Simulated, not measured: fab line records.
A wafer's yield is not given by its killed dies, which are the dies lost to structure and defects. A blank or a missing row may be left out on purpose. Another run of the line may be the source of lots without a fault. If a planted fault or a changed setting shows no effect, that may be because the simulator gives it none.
fab line records	flow n5-finfet
record lots=10	wafers=30	last-day=18
route steps=1938 shown SDB@360 TV_OPEN@1888 PAD_METAL@1893 PASSIVATION@1936
lots untouched by any fault: they come from a run of this same line in which no faults occurred
start-h: hours from the record's opening day to when the first of the lot's shown wafers began	wait-h: hours elapsed since this lot's preceding step	" same as the row above	L1.1+2: a single row standing in for several wafers	- value missing, or start not given	* or withheld: withheld	< > ~ a bound
route shown NAME@n: names a module that has steps shown in the file, with the first one's number in the route	usual: the fault-free wafers' mean and standard deviation	same: alike in all rows	chamber/n: place in a boat	sites: the reading at each site	_std_site: the values' standard deviation	_edge_site: inner sites' mean taken away from outer sites' mean	radius-mm: how far each site lies from the wafer's centre	mask NAME#n: copy n	behind: the most recent tool/chamber to have shaped the wafer	hold: the reason the lot was held/the length of the hold in hours/how it ended	device: the transistor (n, p or np) that didn't switch	end of line: the route-end tests of the same wafers	a step with no rows: only its recipe	killed: dies lost to structure and defects at the first sort, not the wafer's yield	map: dies across one wafer; x = killed, . = not, _ = none there
set.NAME: the setting the step ran with; set.NAME@STEP: the setting that earlier step ran with	model.NAME: the simulator's own value behind a step, which no gauge read
route steps across a sampled set of lots; one table per step, one row per wafer
services: the hour from which a tool's chamber was out of use, counted from the record's first day as start-h (under 0 if before that day), plus the number of hours and why
## steps
# step N5_SDB_ETCH_17
# recipe chemistry=CF4	target=SiARC	target-depth-a=234	mask-material=CAR-ArF	time-s=39	ion-energy-ev=80	pressure-mtorr=40	source-w=545	bias-w=36	Ar_flow_sccm=100	cf4-flow-sccm=100	ends=cleared
# usual drypump-motor-current-A=5.9/0.43	etch-rf-on-time-s=39.0/1.3	oes-product-au=0.70/0.082	rf-vpp-V=184.1/1.3	showerhead-plenum-p-Torr=2.15/0.082	throttle-valve-pct=15.60/0.26
lot.wafer	tool	chamber	start-h	wait-h	drypump-motor-current-A	etch-rf-on-time-s	oes-product-au	rf-hours-counter-h	rf-vpp-V	showerhead-plenum-p-Torr	throttle-valve-pct
L978.1	rie-diel-02	1	71.32	0.0	6.2	38.6	0.60	230	183.8	2.03	15.69
L978.3	"	0	"	"	6.4	39.8	0.64	137	183.8	2.07	15.70
L978.5	"	0	"	"	6.4	40.0	0.64	-	183.3	2.07	15.67
L979.2	rie-diel-04	3	76.19	0.0	5.3	36.6	0.84	6	184.1	2.10	15.21
L979.4	"	0	"	"	6.3	38.9	0.58	248	183.8	2.12	15.79
L979.5	"	0	"	"	6.3	38.7	0.58	-	183.3	2.12	15.79
L981.2	rie-diel-02	1	85.38	0.0	6.2	38.7	0.60	234	183.6	2.03	15.69
L981.4	"	3	"	"	6.3	39.6	0.81	8	185.1	2.19	15.43
L981.5	"	0	"	"	6.4	40.2	0.63	-	182.0	2.06	15.70
L982.1	rie-diel-03	3	89.05	0.0	5.4	39.3	0.80	6	185.7	2.27	15.20
L982.3	"	1	"	"	5.9	40.1	0.77	18	185.0	2.20	15.81
L982.5	"	1	"	"	5.9	40.2	0.76	-	184.7	2.21	15.82
L983.1	rie-diel-02	1	96.95	0.0	6.2	38.0	0.60	238	183.5	2.02	15.71
L983.2	"	0	"	"	6.4	39.9	0.64	145	184.0	2.06	15.70
L983.6	"	0	"	"	6.4	39.8	0.64	-	183.9	2.06	15.70
L986.2	rie-diel-03	1	112.47	0.0	5.9	39.8	0.75	28	184.1	2.20	15.84
L986.3	"	2	"	"	5.1	40.8	0.62	169	184.1	2.13	15.58
L986.4	"	3	"	"	5.4	38.8	0.77	-	186.8	2.26	15.19
L987.1	rie-diel-04	1	119.17	0.0	6.2	37.7	0.79	34	185.0	2.19	15.60
L987.2	"	3	"	"	5.3	36.7	0.79	24	183.8	2.09	15.23
L987.4	"	0	"	"	6.3	38.5	0.83	4	183.9	2.11	15.29
L989.2	rie-diel-02	0	136.55	0.0	6.4	39.8	0.63	159	182.9	2.06	15.75
L989.4	"	2	"	"	6.0	36.7	0.71	-	184.5	2.25	15.50
L989.6	"	0	"	"	6.4	39.9	0.62	-	183.8	2.06	15.73
L993.3	rie-diel-02	1	158.98	0.0	6.2	38.4	0.80	6	185.8	2.27	15.24
L993.5	"	2	"	"	6.0	36.6	0.70	-	183.7	2.25	15.51
L993.6	"	1	"	"	6.2	38.6	0.81	-	184.6	2.27	15.23
L994.1	rie-diel-02	3	163.43	0.0	6.3	40.0	0.75	38	183.4	2.18	15.51
L994.3	"	2	"	"	6.0	37.0	0.70	120	184.0	2.25	15.50
L994.6	"	2	"	"	6.0	37.0	0.70	-	185.2	2.25	15.52
# step N5_PASSIVATION_VIA_ETCH_13
# recipe chemistry=CHF3/O2	target=SiO2	target-depth-a=6600	CHF3_flow_sccm=50	O2_flow_sccm=5	Ar_flow_sccm=200	time-s=330	mask-material=PR	pressure-mtorr=30	source-w=650	bias-w=170	ion-energy-ev=200	ends=cleared
# usual drypump-motor-current-A=5.7/0.65	etch-rf-on-time-s=235/5.1	oes_o_777_au=0.76/0.077	oes-product-au=0.69/0.072	rf-vpp-V=523/8.7	showerhead-plenum-p-Torr=2.41/0.067	throttle-valve-pct=18.92/0.24
lot.wafer	tool	chamber	start-h	wait-h	drypump-motor-current-A	etch-rf-on-time-s	oes_o_777_au	oes-product-au	rf-hours-counter-h	rf-vpp-V	showerhead-plenum-p-Torr	throttle-valve-pct
L978.1	rie-diel-05	0	241.88	0.0	6.7	229	0.68	0.62	228	529	2.30	19.39
L978.3	"	1	"	"	6.7	238	0.71	0.64	183	510	2.32	19.15
L978.5	"	1	"	"	6.7	238	0.72	0.64	-	510	2.32	19.14
L979.2	rie-diel-05	3	250.94	0.0	4.9	233	0.89	0.78	45	517	2.54	18.82
L979.4	"	2	"	"	5.3	245	0.69	0.62	229	523	2.48	18.99
L979.5	"	3	"	"	4.9	237	0.88	0.78	-	518	2.54	18.85
L981.2	rie-diel-06	3	253.17	0.0	5.5	227	0.72	0.66	194	519	2.41	19.08
L981.4	"	2	"	"	6.5	231	0.86	0.79	26	520	2.37	18.62
L981.5	"	1	"	"	5.4	242	0.70	0.64	-	525	2.38	18.95
L982.1	rie-diel-05	2	259.56	0.0	5.3	232	0.69	0.62	231	525	2.48	19.00
L982.3	"	1	"	"	6.7	236	0.71	0.64	188	509	2.32	19.16
L982.5	"	0	"	"	6.7	231	0.67	0.62	-	529	2.30	19.40
L983.1	rie-diel-06	2	266.00	0.0	6.5	234	0.85	0.78	30	520	2.37	18.61
L983.2	"	0	"	"	6.4	234	0.79	0.72	97	516	2.51	18.61
L983.6	"	2	"	"	6.5	240	0.85	0.78	-	519	2.37	18.61
L986.2	rie-diel-06	1	272.25	0.0	5.4	239	0.70	0.63	215	526	2.38	18.98
L986.3	"	2	"	"	6.5	227	0.84	0.78	32	520	2.37	18.62
L986.4	"	0	"	"	6.4	233	0.78	0.72	99	516	2.51	18.61
L987.1	rie-diel-01	0	288.71	0.0	5.0	230	0.73	0.67	196	545	2.48	19.14
L987.2	"	2	"	"	5.5	236	0.73	0.66	188	541	2.40	19.22
L987.4	"	3	"	"	4.7	227	1.00	0.90	1	527	2.37	18.81
L994.1	rie-diel-06	0	389.82	0.0	6.3	232	0.76	0.70	128	518	2.50	18.66
L994.3	"	3	"	"	5.4	239	0.69	0.63	228	517	2.40	19.13
L994.6	"	0	"	"	6.4	239	0.76	0.69	-	517	2.50	18.68
L989.2	rie-diel-06	2	396.47	0.0	6.5	232	0.80	0.74	64	519	2.36	18.66
L989.4	"	1	"	"	5.4	247	0.68	0.61	245	523	2.36	19.02
L989.6	"	0	"	"	6.4	239	0.75	0.69	-	516	2.50	18.67
L993.3	rie-diel-06	2	414.63	0.0	6.5	233	0.79	0.74	67	518	2.36	18.68
L993.5	"	3	"	"	5.4	235	0.69	0.63	-	519	2.39	19.15
L993.6	"	2	"	"	6.5	230	0.79	0.73	-	519	2.36	18.68
# step N5_PASSIVATION_DEGAS_18
# recipe ambient=vacuum	temp-c=300	time-s=60
# usual heater-power-w=464/26
lot.wafer	tool	chamber	start-h	wait-h	heater-power-w
L978.1	pvd-sputter-01	-	242.30	0.0	464
L978.3	"	-	"	"	438
L978.5	"	-	"	"	442
L979.2	pvd-sputter-01	-	252.88	1.5	418
L979.4	"	-	"	"	449
L979.5	"	-	"	"	470
L981.2	pvd-sputter-03	-	254.01	0.5	467
L981.4	"	-	"	"	506
L981.5	"	-	"	"	502
L982.1	pvd-sputter-03	-	260.27	0.3	508
L982.3	"	-	"	"	448
L982.5	"	-	"	"	513
L983.1	pvd-sputter-03	-	266.93	0.5	492
L983.2	"	-	"	"	499
L983.6	"	-	"	"	492
L986.2	pvd-sputter-02	-	272.95	0.3	449
L986.3	"	-	"	"	433
L986.4	"	-	"	"	479
L987.1	pvd-sputter-03	-	289.64	0.5	491
L987.2	"	-	"	"	509
L987.4	"	-	"	"	455
L994.1	pvd-sputter-01	-	390.74	0.5	475
L994.3	"	-	"	"	457
L994.6	"	-	"	"	481
L989.2	pvd-sputter-03	-	396.89	0.0	443
L989.4	"	-	"	"	499
L989.6	"	-	"	"	493
L993.3	pvd-sputter-03	-	415.43	0.4	454
L993.5	"	-	"	"	501
L993.6	"	-	"	"	510
# step N5_PASSIVATION_SPUTTER_20
# recipe material=TaN	target-thk-a=500	temp-c=25	chamber-pressure-pa=0.4
# usual chamber-pressure-pa=0.4000/0.00082	throttle-valve-pct=29.9/1
lot.wafer	tool	chamber	start-h	wait-h	chamber-pressure-pa	throttle-valve-pct
L978.1	pvd-sputter-01	-	242.38	0.0	0.4012	30.3
L978.3	"	-	"	"	0.4028	30.1
L978.5	"	-	"	"	0.4016	30.1
L979.2	pvd-sputter-01	-	252.96	0.0	0.3998	31.4
L979.4	"	-	"	"	0.4004	30.2
L979.5	"	-	"	"	0.3995	30.2
L981.2	pvd-sputter-03	-	254.09	0.0	0.4018	31.6
L981.4	"	-	"	"	0.4005	30.9
L981.5	"	-	"	"	0.4004	28.4
L982.1	pvd-sputter-03	-	260.35	0.0	0.4007	28.8
L982.3	"	-	"	"	0.4008	31.4
L982.5	"	-	"	"	0.3996	30.7
L983.1	pvd-sputter-03	-	267.01	0.0	0.4002	31.0
L983.2	"	-	"	"	0.4003	28.8
L983.6	"	-	"	"	0.4005	28.2
L986.2	pvd-sputter-02	-	273.03	0.0	0.3995	30.5
L986.3	"	-	"	"	0.3993	29.3
L986.4	"	-	"	"	0.3994	29.3
L987.1	pvd-sputter-03	-	289.72	0.0	0.4005	28.1
L987.2	"	-	"	"	0.4005	31.0
L987.4	"	-	"	"	0.4005	31.4
L994.1	pvd-sputter-01	-	390.82	0.0	0.3991	29.9
L994.3	"	-	"	"	0.3995	30.5
L994.6	"	-	"	"	0.3997	30.3
L989.2	pvd-sputter-03	-	396.97	0.0	0.3984	31.4
L989.4	"	-	"	"	0.4006	30.8
L989.6	"	-	"	"	0.3998	28.6
L993.3	pvd-sputter-03	-	415.51	0.0	0.4003	31.3
L993.5	"	-	"	"	0.4007	28.4
L993.6	"	-	"	"	0.4005	31.0
# step N5_PASSIVATION_PROBE_49
# usual defect-limited-yield=91.0/1.5	killed_at_M0_to_M3=32/9.6	killed_at_M4_up=13/4.7	killed-at-contacts=13/7.2	killed-at-front-end=44/13	killed-at-other=4/3.4	killed-dies=106/18	killed-on-rim=14/4.2	killed-open=70/13	killed-short=35/8	sort_bin_5_function=5.3/0.97	sort_bin_6_memory=3.4/0.73	sort_bin_8_speed=0.00/0.036	sort-n-pass=1074/18	sort-yield-pct=91.0/1.5
# same gross-dies=1180	killed-at-back-side=0	sort_bin_4_leakage[%]=0
lot.wafer	tool	chamber	start-h	wait-h	defect-limited-yield[%]	killed_at_M0_to_M3	killed_at_M4_up	killed-at-contacts	killed-at-front-end	killed-at-other	killed-dies	killed-on-rim	killed-open	killed-short	sort_bin_5_function[%]	sort_bin_6_memory[%]	sort_bin_8_speed[%]	sort-n-pass	sort-yield-pct[%]
L994.1	prober-02	-	396.76	0.0	81.1	39	12	8	163	1	223	30	76	30	10.7	4.2	0	957	81.1
L994.3	prober-02	-	396.86	0.1	90.6	41	10	5	52	3	111	18	77	29	5.1	3.9	0	1069	90.6
L994.6	prober-02	-	397.01	0.3	90.7	25	10	28	47	0	110	14	74	30	5.9	2.5	0	1070	90.7
# killed by level:class
L994.1 SDB:unspecified=112 STI_FIN_REVEAL:geometric-particle:open=23 BEOL_M3:geometric-particle:open=10 BEOL_M1:geometric-particle:open=8 FIN_SAQP:geometric-particle:open=6 FIN_SAQP:geometric-particle:short=5 MOL_CONTACT_COAG:geometric-particle:open=5 BEOL_M4:geometric-particle:open=5
L994.3 STI_FIN_REVEAL:geometric-particle:open=12 DUMMY_GATE:geometric-particle:open=11 FIN_SAQP:geometric-particle:open=10 BEOL_M1:geometric-particle:open=10 BEOL_M2:geometric-particle:open=8 BEOL_M4:geometric-particle:open=7 BEOL_M3:geometric-particle:short=6 BEOL_M3:geometric-particle:open=5
L994.6 MOL_CONTACT_COAG:geometric-particle:open=19 STI_FIN_REVEAL:geometric-particle:open=14 MOL_CONTACT_COAG:geometric-particle:short=9 BEOL_M4:geometric-particle:open=7 FIN_SAQP:geometric-particle:short=6 FIN_SAQP:geometric-particle:open=6 BEOL_M0_SAQP:geometric-particle:open=5 BEOL_M0_SAQP:geometric-particle:short=5
## services
tool	chamber	start-h	hours	kind
rie-diel-03	1	50.89	8.8	repair
rie-diel-05	-	61.74	0.4	repair
rie-diel-06	-	78.44	14.6	pm
pvd-sputter-01	-	95.01	3.0	repair
rie-diel-04	1	98.25	7.9	repair
pvd-sputter-02	-	100.00	1.3	repair
rie-diel-04	-	101.94	0.2	repair
rie-diel-02	1	162.01	21.4	repair
rie-diel-05	2	167.42	14.2	repair
rie-diel-06	-	168.33	28.1	pm
rie-diel-02	3	179.16	26.0	repair
rie-diel-05	-	253.99	4.3	pm
pvd-sputter-01	-	273.00	6.9	repair
rie-diel-05	-	284.08	2.4	repair
rie-diel-05	-	295.14	2.8	pm
pvd-sputter-01	-	303.61	2.6	repair
rie-diel-05	-	320.91	14.6	pm
pvd-sputter-01	-	340.71	0.5	repair
rie-diel-05	0	348.78	2.5	repair
rie-diel-06	3	349.43	8.6	repair
pvd-sputter-01	-	361.77	2.6	repair
rie-diel-05	1	368.33	8.1	repair
pvd-sputter-03	-	381.99	4.0	repair
pvd-sputter-01	-	393.31	2.4	repair
## key
first-sign step=N5_PASSIVATION_PROBE_49	reading=killed-at-front-end	direction=up	sigmas=8.8	usual=44	struck=163
effect step=N5_PASSIVATION_PROBE_49	reading=killed-dies	direction=up	sigmas=6.5	usual=106	struck=223
more-kills-born-at N5_SDB_ETCH_17@rie-diel-02=112
met-at N5_SDB_ETCH_17
struck-lots L994
struck-wafers L994.1
not-acting-at N5_PASSIVATION_VIA_ETCH_13,N5_PASSIVATION_DEGAS_18,N5_PASSIVATION_SPUTTER_20
onset-between 85.38 163.43
fault kind=chamber-particle-source	tool=rie-diel-02	chamber=3	onset-h=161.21	steps=N5_SDB_ETCH_17	rate-per-visit-cm2=1.9616	end-h=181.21
